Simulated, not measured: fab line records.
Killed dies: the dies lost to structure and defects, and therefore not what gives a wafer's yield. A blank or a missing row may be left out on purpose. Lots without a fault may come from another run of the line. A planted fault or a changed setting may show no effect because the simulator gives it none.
Which tool was responsible? | flow nand_harc | 72 wafers from 24 lots sampled at 4 of the route's 1302 steps

## WHAT EACH GAUGE READ, for each wafer
NHARC_A_ONON_D2_THK_MEAS_24: measures by ellipsometry.
lot  | measured     | on            | thk_nm (nm)
L075 | day 13 00:08 | film_metro-02 | 1000 998 999
L074 | day 13 00:09 | film_metro-01 | 996 1000 1000
L076 | day 14 00:48 | film_metro-02 | 1007 1009 1008
L077 | day 14 00:50 | film_metro-01 | 1003 1004 1005
L078 | day 14 04:59 | film_metro-01 | 1009 1009 1008
L080 | day 14 22:10 | film_metro-02 | 1008 1008 1008
L079 | day 14 22:08 | film_metro-02 | 1009 1009 1007
L081 | day 15 15:40 | film_metro-02 | 1001 1002 1002
L082 | day 16 07:57 | film_metro-01 | 997 997 997
L083 | day 16 23:36 | film_metro-01 | 1001 1002 1001
L084 | day 16 23:37 | film_metro-01 | 989 988 989
L085 | day 17 21:09 | film_metro-01 | 975 975 976
L086 | day 17 21:08 | film_metro-02 | 993 994 993
L087 | day 18 23:01 | film_metro-02 | 998 998 998
L088 | day 19 04:29 | film_metro-02 | 1013 1013 1012
L089 | day 19 04:29 | film_metro-01 | 982 983 985
L090 | day 19 22:32 | film_metro-02 | 996 996 995
L091 | day 20 05:15 | film_metro-02 | 1002 1004 1003
L092 | day 20 05:23 | film_metro-01 | 998 996 998
L093 | day 20 05:37 | film_metro-01 | 991 992 995
L094 | day 21 15:34 | film_metro-02 | 995 993 994
L095 | day 22 03:36 | film_metro-02 | 996 999 998
L096 | day 22 14:18 | film_metro-01 | 990 986 988
L097 | day 22 14:17 | film_metro-02 | 1002 1003 1003

NHARC_A_ONON_D2_THK_MEAS_27: measures by ellipsometry.
lot  | measured     | on            | thk_nm (nm)
L075 | day 13 00:42 | film_metro-02 | 996 997 996
L074 | day 13 00:43 | film_metro-01 | 1002 1003 1003
L076 | day 14 01:22 | film_metro-01 | 990 992 994
L077 | day 14 01:25 | film_metro-02 | 1020 1019 1018
L078 | day 14 05:33 | film_metro-01 | 995 994 993
L080 | day 14 22:43 | film_metro-02 | 1010 1009 1012
L079 | day 14 22:42 | film_metro-02 | 1004 1000 1001
L081 | day 15 16:14 | film_metro-01 | 1005 1005 1005
L082 | day 16 08:31 | film_metro-01 | 993 993 995
L083 | day 17 00:10 | film_metro-01 | 990 992 989
L084 | day 17 00:11 | film_metro-01 | 983 983 982
L085 | day 17 21:43 | film_metro-01 | 1006 1009 1005
L086 | day 17 21:43 | film_metro-02 | 1017 1015 1015
L087 | day 18 23:34 | film_metro-01 | 1010 1009 1009
L088 | day 19 05:03 | film_metro-02 | 994 990 992
L089 | day 19 05:04 | film_metro-01 | 997 996 996
L090 | day 19 23:05 | film_metro-01 | 1011 1012 1013
L091 | day 20 05:49 | film_metro-01 | 988 985 989
L092 | day 20 05:58 | film_metro-02 | 1012 1009 1008
L093 | day 20 06:11 | film_metro-02 | 1006 1005 1006
L094 | day 21 16:08 | film_metro-02 | 1016 1017 1020
L095 | day 22 04:10 | film_metro-01 | 1020 1019 1019
L096 | day 22 14:52 | film_metro-01 | 1012 1011 1011
L097 | day 22 14:52 | film_metro-02 | 985 985 987

NHARC_A_CHANNEL_HOLE_D2_CD_MEAS_10: target cd 100 nm.
lot  | measured     | on        | cd_nm (nm)
L075 | day 13 04:30 | cd_sem-01 | 99.7 100.2 99.9
L074 | day 13 04:39 | cd_sem-03 | 99.7 99.4 99.0
L076 | day 14 07:10 | cd_sem-03 | 99.4 99.7 99.6
L077 | day 14 07:22 | cd_sem-03 | 100.2 100.6 100.1
L078 | day 14 12:47 | cd_sem-03 | 100.9 100.3 100.3
L080 | day 15 02:44 | cd_sem-03 | 100.8 99.9 99.9
L079 | day 15 02:24 | cd_sem-01 | 100.2 99.6 100.6
L081 | day 15 21:07 | cd_sem-02 | 100.2 100.3 99.9
L082 | day 16 12:24 | cd_sem-03 | 99.8 99.4 100.3
L083 | day 17 04:34 | cd_sem-01 | 100.5 100.4 99.9
L084 | day 17 05:31 | cd_sem-03 | 100.7 100.0 100.2
L085 | day 18 02:13 | cd_sem-03 | 100.1 99.5 100.3
L086 | day 18 02:31 | cd_sem-01 | 99.7 99.8 100.0
L087 | day 19 03:22 | cd_sem-02 | 99.9 99.7 100.1
L088 | day 19 11:20 | cd_sem-01 | 99.3 100.0 99.9
L089 | day 19 12:59 | cd_sem-01 | 99.9 99.5 99.8
L090 | day 20 02:46 | cd_sem-03 | 100.6 101.0 100.9
L091 | day 20 09:43 | cd_sem-02 | 100.7 100.7 100.2
L092 | day 20 10:05 | cd_sem-01 | 100.6 101.2 100.6
L093 | day 20 10:35 | cd_sem-01 | 100.3 99.3 100.3
L094 | day 21 19:59 | cd_sem-01 | 100.8 101.1 100.0
L095 | day 22 07:58 | cd_sem-03 | 100.2 100.4 100.8
L096 | day 22 20:37 | cd_sem-03 | 100.6 100.0 100.2
L097 | day 22 18:35 | cd_sem-01 | 99.5 99.7 100.2

## WHAT TOOL EACH LOT RAN ON (gives the tool, then ch and the chambers of the sampled wafers, and finally the start)
lot  | NHARC_A_CHANNEL_HOLE_D1_ETCH_44
L075 | rie_diel-04 ch 0,1, day 8 22:13
L074 | rie_diel-09 ch 1,2,3, day 8 22:44
L076 | rie_diel-04 ch 0,2, day 9 18:05
L077 | rie_diel-04 ch 0,2,3, day 9 22:13
L078 | rie_diel-09 ch 0,3, day 10 03:06
L080 | rie_diel-04 ch 0,1,2, day 10 21:45
L079 | rie_diel-04 ch 1,2,3, day 10 22:46
L081 | rie_diel-06 ch 0,1,2, day 11 17:05
L082 | rie_diel-06 ch 2,3, day 12 02:36
L083 | rie_diel-04 ch 0,1, day 12 14:25
L084 | rie_diel-04 ch 1,3, day 12 22:01
L085 | rie_diel-06 ch 1,3, day 13 07:35
L086 | rie_diel-06 ch 0,1,3, day 13 14:46
L087 | rie_diel-04 ch 0,2,3, day 14 15:46
L088 | rie_diel-04 ch 1,3, day 15 03:47
L089 | rie_diel-09 ch 0,1,2, day 15 04:17
L090 | rie_diel-04 ch 0,1,2, day 15 15:56
L091 | rie_diel-06 ch 0,1,3, day 16 01:42
L092 | rie_diel-09 ch 1,2,3, day 16 02:40
L093 | rie_diel-04 ch 0,3, day 16 10:08
L094 | rie_diel-06 ch 0,1, day 17 14:13
L095 | rie_diel-09 ch 0,1,3, day 17 22:03
L096 | rie_diel-06 ch 0,1,3, day 18 05:02
L097 | rie_diel-04 ch 1,2,3, day 18 13:12
- NHARC_A_CHANNEL_HOLE_D1_ETCH_44: etches the open film in CF4/O2, target depth 140 nm, overetch 14 nm, time 77 s.

## WHAT THE TOOLS THEMSELVES READ (means of the sampled wafers that have a number; where no wafer has one, the mark that the record gives instead)
NHARC_A_CHANNEL_HOLE_D1_ETCH_44.
lot  | tool        | drypump_motor_current_A (A) | oes_product_au (a.u.) | rf_vpp_V (V) | showerhead_plenum_p_Torr (Torr) | throttle_valve_pct (%)
L075 | rie_diel-04 | 5.7                         | 0.983                 | 197.3        | 1.29                            | 13.391
L074 | rie_diel-09 | 6.0                         | 0.999                 | 195.8        | 1.28                            | 13.407
L076 | rie_diel-04 | 5.7                         | 0.990                 | 197.3        | 1.31                            | 13.394
L077 | rie_diel-04 | 5.9                         | 1.002                 | 196.6        | 1.31                            | 13.396
L078 | rie_diel-09 | 5.3                         | 0.986                 | 197.9        | 1.32                            | 13.406
L080 | rie_diel-04 | 5.6                         | 0.993                 | 197.6        | 1.33                            | 13.404
L079 | rie_diel-04 | 5.8                         | 0.997                 | 197.9        | 1.33                            | 13.391
L081 | rie_diel-06 | 5.6                         | 1.013                 | 198.7        | 1.39                            | 13.385
L082 | rie_diel-06 | 5.6                         | 1.006                 | 198.8        | 1.40                            | 13.396
L083 | rie_diel-04 | 5.7                         | 0.991                 | 196.5        | 1.28                            | 13.382
L084 | rie_diel-04 | 6.1                         | 1.007                 | 197.2        | 1.29                            | 13.396
L085 | rie_diel-06 | 6.2                         | 1.004                 | 196.9        | 1.34                            | 13.400
L086 | rie_diel-06 | 6.0                         | 1.014                 | 197.5        | 1.35                            | 13.406
L087 | rie_diel-04 | 5.8                         | 0.995                 | 197.1        | 1.30                            | 13.399
L088 | rie_diel-04 | 5.9                         | 1.010                 | 197.6        | 1.31                            | 13.401
L089 | rie_diel-09 | 5.6                         | 0.998                 | 198.4        | 1.37                            | 13.396
L090 | rie_diel-04 | 5.7                         | 0.991                 | 197.3        | 1.32                            | 13.389
L091 | rie_diel-06 | 6.1                         | 0.994                 | 197.7        | 1.34                            | 13.383
L092 | rie_diel-09 | 6.0                         | 1.008                 | 197.5        | 1.34                            | 13.403
L093 | rie_diel-04 | 6.0                         | 0.995                 | 195.4        | 1.25                            | 13.402
L094 | rie_diel-06 | 5.8                         | 1.009                 | 197.6        | 1.35                            | 13.395
L095 | rie_diel-09 | 5.6                         | 1.009                 | 197.7        | 1.34                            | 13.394
L096 | rie_diel-06 | 6.1                         | 1.007                 | 198.8        | 1.34                            | 13.399
L097 | rie_diel-04 | 5.8                         | 0.995                 | 197.7        | 1.33                            | 13.407

## THE ANSWER, worked out from the rows above alone
Rule: the lots themselves supply what counts as usual. The widest of any qualifying gaps counts: lots, ordered by their means at a reading, are off when they make up no more than a third of the lots, leave a main group of 4 or more, and stand apart from it by 3 or more times the standard deviation of that group's means. The tables above print the reading to a certain number of digits; a main group whose means all agree to those digits is not used. Also off: a lot with no number at a reading for which 4 or more lots have one. The other lots that the step has rows for count as sound. The gauges are gone through in route order, then the tools' own readings, and for those a lot's mean is taken as printed above. The first step at which some lot is off is used, and at that step the reading that is off furthest; a lot without a number counts as furthest.
No lot is off on any of the readings shown, so nothing can be concluded from this.

## WHAT THE SIMULATOR PUT IN
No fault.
